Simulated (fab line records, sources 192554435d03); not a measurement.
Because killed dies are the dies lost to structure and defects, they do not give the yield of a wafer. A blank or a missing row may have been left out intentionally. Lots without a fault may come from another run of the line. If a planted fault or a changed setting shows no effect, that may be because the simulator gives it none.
A sampling plan put to the test	flow n5Finfet	one line in one fab, 24 faults in these records, each fault weighed on the records of the lots it struck
What counts as the plan is the set of the line's own looks, namely the steps on the route at which a gauge or an inspection reads a wafer and does not change it. A look can be judged if struck wafers have a number there and the file gives its usual mean and standard deviation on fault-free wafers. Caught: the struck wafers' mean, at a look after the fault's first step, is 4 or more of those standard deviations (sigma) away from the usual mean. On the tool: the test repeated on the tool's own readings taken at the fault's steps. Caught also covers a different recipe on the struck wafers, or a record left blank for those wafers only.

== THE FAULTS, as the simulator had put them in ==
1. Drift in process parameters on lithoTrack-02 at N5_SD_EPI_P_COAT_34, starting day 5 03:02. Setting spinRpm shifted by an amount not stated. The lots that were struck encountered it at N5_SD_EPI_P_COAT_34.
2. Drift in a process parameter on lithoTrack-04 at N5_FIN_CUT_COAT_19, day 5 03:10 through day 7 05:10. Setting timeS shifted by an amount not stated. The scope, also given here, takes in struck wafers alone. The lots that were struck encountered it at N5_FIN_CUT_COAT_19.
3. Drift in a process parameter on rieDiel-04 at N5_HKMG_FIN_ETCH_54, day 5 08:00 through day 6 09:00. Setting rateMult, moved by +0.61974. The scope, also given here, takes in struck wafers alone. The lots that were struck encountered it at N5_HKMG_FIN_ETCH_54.
4. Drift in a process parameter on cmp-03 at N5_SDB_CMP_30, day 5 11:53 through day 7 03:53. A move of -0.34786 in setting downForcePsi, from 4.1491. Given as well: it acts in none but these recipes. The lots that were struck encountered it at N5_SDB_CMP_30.
5. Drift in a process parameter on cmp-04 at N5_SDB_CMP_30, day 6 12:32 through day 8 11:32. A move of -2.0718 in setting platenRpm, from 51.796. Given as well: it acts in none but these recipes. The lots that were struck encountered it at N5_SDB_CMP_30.
6. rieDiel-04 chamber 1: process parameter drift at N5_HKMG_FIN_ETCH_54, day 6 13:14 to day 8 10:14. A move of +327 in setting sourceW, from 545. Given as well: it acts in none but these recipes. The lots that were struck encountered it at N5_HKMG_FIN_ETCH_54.
7. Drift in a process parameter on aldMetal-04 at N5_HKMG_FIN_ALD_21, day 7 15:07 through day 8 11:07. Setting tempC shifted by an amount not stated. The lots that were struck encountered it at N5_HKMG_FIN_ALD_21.
8. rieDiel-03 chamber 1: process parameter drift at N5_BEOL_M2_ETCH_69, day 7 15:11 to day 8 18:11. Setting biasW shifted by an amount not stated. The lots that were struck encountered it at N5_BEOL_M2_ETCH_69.
9. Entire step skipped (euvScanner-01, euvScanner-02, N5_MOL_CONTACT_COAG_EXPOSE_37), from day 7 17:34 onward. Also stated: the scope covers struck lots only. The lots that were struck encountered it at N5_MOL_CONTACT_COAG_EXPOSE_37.
10. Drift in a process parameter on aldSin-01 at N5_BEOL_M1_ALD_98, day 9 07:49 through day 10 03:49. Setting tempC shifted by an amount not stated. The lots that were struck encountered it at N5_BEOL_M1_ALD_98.
11. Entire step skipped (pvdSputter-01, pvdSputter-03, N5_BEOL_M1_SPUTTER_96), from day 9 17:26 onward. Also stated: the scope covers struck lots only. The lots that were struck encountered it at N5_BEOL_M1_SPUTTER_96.
12. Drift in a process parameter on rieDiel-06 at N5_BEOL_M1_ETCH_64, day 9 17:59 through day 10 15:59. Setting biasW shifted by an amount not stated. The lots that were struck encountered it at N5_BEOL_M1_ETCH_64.
13. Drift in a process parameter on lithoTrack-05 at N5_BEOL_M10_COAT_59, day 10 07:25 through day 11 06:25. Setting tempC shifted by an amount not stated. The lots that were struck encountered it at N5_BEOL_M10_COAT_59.
14. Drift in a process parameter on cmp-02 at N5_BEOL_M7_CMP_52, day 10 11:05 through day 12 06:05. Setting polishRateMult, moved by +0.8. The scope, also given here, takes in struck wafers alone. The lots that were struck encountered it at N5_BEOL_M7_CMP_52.
15. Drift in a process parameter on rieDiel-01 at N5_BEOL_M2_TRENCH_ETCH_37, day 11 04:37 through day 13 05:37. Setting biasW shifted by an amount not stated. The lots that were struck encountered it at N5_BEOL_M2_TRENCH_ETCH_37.
16. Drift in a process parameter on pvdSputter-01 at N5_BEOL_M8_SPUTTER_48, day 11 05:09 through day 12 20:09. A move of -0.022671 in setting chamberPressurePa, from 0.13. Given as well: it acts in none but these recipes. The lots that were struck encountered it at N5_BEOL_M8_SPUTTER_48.
17. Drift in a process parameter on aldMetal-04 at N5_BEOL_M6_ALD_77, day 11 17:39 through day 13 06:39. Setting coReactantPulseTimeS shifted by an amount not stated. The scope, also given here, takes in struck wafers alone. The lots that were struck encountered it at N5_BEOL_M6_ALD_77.
18. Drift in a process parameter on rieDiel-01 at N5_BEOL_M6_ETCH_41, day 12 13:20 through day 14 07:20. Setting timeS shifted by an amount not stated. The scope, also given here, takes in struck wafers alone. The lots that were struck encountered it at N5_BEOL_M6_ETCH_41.
19. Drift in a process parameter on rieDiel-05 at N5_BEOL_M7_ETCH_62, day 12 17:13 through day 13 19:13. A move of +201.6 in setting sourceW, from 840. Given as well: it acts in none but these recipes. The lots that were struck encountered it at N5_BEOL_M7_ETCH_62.
20. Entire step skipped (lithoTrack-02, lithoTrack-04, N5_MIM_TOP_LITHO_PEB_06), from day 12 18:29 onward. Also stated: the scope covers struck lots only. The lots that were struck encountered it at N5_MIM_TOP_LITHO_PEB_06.
21. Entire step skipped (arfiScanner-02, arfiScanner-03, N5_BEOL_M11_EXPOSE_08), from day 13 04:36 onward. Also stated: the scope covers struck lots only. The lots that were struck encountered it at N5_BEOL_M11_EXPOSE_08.
22. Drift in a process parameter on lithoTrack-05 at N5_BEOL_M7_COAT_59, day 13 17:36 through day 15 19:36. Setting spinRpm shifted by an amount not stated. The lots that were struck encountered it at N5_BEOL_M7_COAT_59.
23. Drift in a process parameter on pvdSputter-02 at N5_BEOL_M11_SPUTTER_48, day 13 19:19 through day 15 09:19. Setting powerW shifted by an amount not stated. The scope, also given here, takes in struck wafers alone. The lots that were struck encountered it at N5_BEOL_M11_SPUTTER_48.
24. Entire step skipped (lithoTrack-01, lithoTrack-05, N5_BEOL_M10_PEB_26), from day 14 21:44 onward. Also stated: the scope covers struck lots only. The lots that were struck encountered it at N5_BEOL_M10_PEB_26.

== WHAT THE PLAN SAW ==
fault	on the tool itself	first look that catches it	reading, sigma	median hours from its first step to that look	hours from the fault's start to the first struck lot there	judged looks passed uncaught
1	spinSpeedRpm +99 or beyond sigma	no look after it can be judged	-	-	-	0
2	runLengthS +18 sigma	none of the 2 looks that can be judged after it	-	-	-	2
3	etchRfOnTimeS -24 sigma	not the one look that can be judged after it	-	-	-	1
4	headPressurePsi -36 sigma	none of the 2 looks that can be judged after it	-	-	-	2
5	platenRpm -66 sigma	not the one look that can be judged after it	-	-	-	1
6	rfFwdPowerW +99 or beyond sigma	not the one look that can be judged after it	-	-	-	1
7	susceptorTempC -24 sigma	none of the 2 looks that can be judged after it	-	-	-	2
8	biasW +51 sigma	not the one look that can be judged after it	-	-	-	1
9	no reading that can be judged	no look after it can be judged	-	-	-	0
10	susceptorTempC +14 sigma	not the one look that can be judged after it	-	-	-	1
11	the tool's record is blank for the struck wafers	not the one look that can be judged after it	-	-	-	1
12	biasW +73 sigma	not the one look that can be judged after it	-	-	-	1
13	plateTempC -24 sigma	no look after it can be judged	-	-	-	0
14	barrierFieldEndpointS -16 sigma	no look after it can be judged	-	-	-	0
15	biasW +14 sigma	not the one look that can be judged after it	-	-	-	1
16	chamberPressurePa -84 sigma	no look after it can be judged	-	-	-	0
17	under 2 sigma	no look after it can be judged	-	-	-	0
18	runLengthS +21 sigma	no look after it can be judged	-	-	-	0
19	rfFwdPowerW +74 sigma	no look after it can be judged	-	-	-	0
20	no reading that can be judged	no look after it can be judged	-	-	-	0
21	no reading that can be judged	no look after it can be judged	-	-	-	0
22	spinSpeedRpm -99 or beyond sigma	no look after it can be judged	-	-	-	0
23	cathodeDcPowerW -99 or beyond sigma	no look after it can be judged	-	-	-	0
24	the tool's record is blank for the struck wafers	no look after it can be judged	-	-	-	0
A dash: this means the fault isn't caught or the number doesn't appear in these records.

Caught at a look: 0 of 24. Caught on the tool: 20 of 24. By one or the other: 20 of 24.
Caught on the tool alone: faults 1, 2, 3, 4, 5, 6, 7, 8, 10, 11, 12, 13, 14, 15, 16, 18, 19, 22, 23, 24.
Caught by neither: faults 9, 17, 20, 21.
